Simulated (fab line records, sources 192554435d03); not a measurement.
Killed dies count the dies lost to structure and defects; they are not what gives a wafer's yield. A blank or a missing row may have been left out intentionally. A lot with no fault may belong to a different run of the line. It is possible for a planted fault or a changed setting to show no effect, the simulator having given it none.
Chamber matching + flow n5 finfet + N5_BEOL_M6_ETCH_66 on rie diel-01 has 3 sister chambers
The step etches SOC in N2/H2, target depth 80 nm, overetch 16 nm, time 120 s. 14 wafers are shown with their chamber, then 5 later ones without.

WAFERS, EACH WITH ITS CHAMBER
| wafer  | chamber | throttle valve pct (%) | oes product au (a.u.) | drypump motor current A (A) |
|--------|---------|------------------------|-----------------------|-----------------------------|
| L076.2 | 1       | 17.49                  | 0.54                  | 5.8                         |
| L076.5 | 1       | 17.47                  | 0.55                  | 5.8                         |
| L076.6 | 0       | 17.77                  | 0.69                  | 5.9                         |
| L084.2 | 2       | 17.89                  | 0.70                  | 5.8                         |
| L084.4 | 1       | 17.52                  | 0.53                  | 5.8                         |
| L084.6 | 2       | 17.90                  | 0.70                  | 5.7                         |
| L085.1 | 2       | 17.92                  | 0.69                  | 5.8                         |
| L085.2 | 1       | 17.52                  | 0.53                  | 5.7                         |
| L085.6 | 1       | 17.52                  | 0.53                  | 5.8                         |
| L089.2 | 2       | 17.90                  | 0.68                  | 5.8                         |
| L089.4 | 2       | 17.90                  | 0.69                  | 5.7                         |
| L089.5 | 0       | 17.81                  | 0.65                  | 5.9                         |
| L088.1 | 2       | 17.90                  | 0.67                  | 5.7                         |
| L088.2 | 1       | 17.52                  | 0.52                  | 5.8                         |

SIGNATURES, as means of the wafers listed above
| reading                 | chamber 0 | chamber 1 | chamber 2 | scatter within a chamber |
|-------------------------|-----------|-----------|-----------|--------------------------|
| throttle valve pct      | 17.7900   | 17.5067   | 17.9017   | 0.0181                   |
| oes product au          | 0.6700    | 0.5333    | 0.6883    | 0.0135                   |
| drypump motor current A | 5.900     | 5.783     | 5.750     | 0.0461                   |
Rule: distance of a wafer from a chamber = root of the sum over the readings of ((wafer's reading minus chamber's mean) / reading's scatter) squared. The wafer belongs to the nearest chamber; if the next one is less than 2 further off, it can't be placed. The scatter is the square root of a quotient: the sum, over the shown wafers, of each reading's squared deviation from its chamber's mean, divided by wafers minus chambers.

WAFERS MISSING THEIR CHAMBER
| wafer  | throttle valve pct (%) | oes product au (a.u.) | drypump motor current A (A) |
|--------|------------------------|-----------------------|-----------------------------|
| L088.3 | 17.83                  | 0.64                  | 5.9                         |
| L093.1 | 17.92                  | 0.66                  | 5.7                         |
| L093.2 | 17.53                  | 0.52                  | 5.8                         |
| L093.5 | 17.53                  | 0.52                  | 5.8                         |
| L094.5 | 17.85                  | 0.64                  | 5.9                         |

THE CHAMBER EACH PASSED THROUGH
| wafer  | from the rows above     | in truth |
|--------|-------------------------|----------|
| L088.3 | 0                       | 0        |
| L093.1 | 2                       | 2        |
| L093.2 | 1                       | 1        |
| L093.5 | 1                       | 1        |
| L094.5 | can't be placed: 0 or 2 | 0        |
Correct placement for 4 of the 5. Can't be placed from these rows: 1 (the true chamber is among the candidates in 1). 0 placed wrongly.
